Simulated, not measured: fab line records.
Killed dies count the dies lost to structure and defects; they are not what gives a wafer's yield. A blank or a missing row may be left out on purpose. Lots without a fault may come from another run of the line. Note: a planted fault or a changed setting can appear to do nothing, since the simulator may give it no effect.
The tool behind it: which one? + flow n5_finfet + at 1 step of a route of 1938, 11 lots with 30 wafers sampled

== WHAT THE GAUGES READ, wafer by wafer ==
N5_BEOL_M12_OVL_MEAS_29.
| lot  | measured     | on         | M12_OVL (nm) |
|------|--------------|------------|--------------|
| L482 | day 10 20:22 | overlay-01 | 13 -3 0      |
| L483 | day 11 04:53 | overlay-02 | 3 0 6        |
| L485 | day 11 08:34 | overlay-02 | 10 3 11      |
| L484 | day 11 12:56 | overlay-02 | 2 10 14      |
| L487 | day 12 16:45 | overlay-02 | 4 11 3       |
| L486 | day 12 17:22 | overlay-01 | 16 10        |
| L494 | day 14 04:31 | overlay-01 | 14 4         |
| L496 | day 14 10:35 | overlay-01 | 15 5         |
| L499 | day 15 18:32 | overlay-02 | 17 10 14     |
| L500 | day 15 18:55 | overlay-01 | 0 12 9       |
| L503 | day 17 01:28 | overlay-01 | 11 16 13     |

== WHICH TOOL RAN EACH LOT (tool, then ch and the chambers of the sampled wafers, then the start) ==
The record holds no process step before these readings.

== THE ANSWER, worked out from the rows above alone ==
Rule: the usual values come from the lots themselves. The widest of any qualifying gaps counts: lots, ordered by their means at a reading, are off when they make up no more than a third of the lots, leave a main group of 4 or more, and stand apart from it by 3 or more times the standard deviation of that group's means. If all means in a main group match to the digits the tables above print for the reading, that group is not used. A lot without any number at a reading at which 4 lots or more have one is off too. The other lots that the step has rows for count as sound.
No lot is off on any of the readings shown, so nothing can be concluded from this.

== WHAT THE SIMULATOR PUT IN ==
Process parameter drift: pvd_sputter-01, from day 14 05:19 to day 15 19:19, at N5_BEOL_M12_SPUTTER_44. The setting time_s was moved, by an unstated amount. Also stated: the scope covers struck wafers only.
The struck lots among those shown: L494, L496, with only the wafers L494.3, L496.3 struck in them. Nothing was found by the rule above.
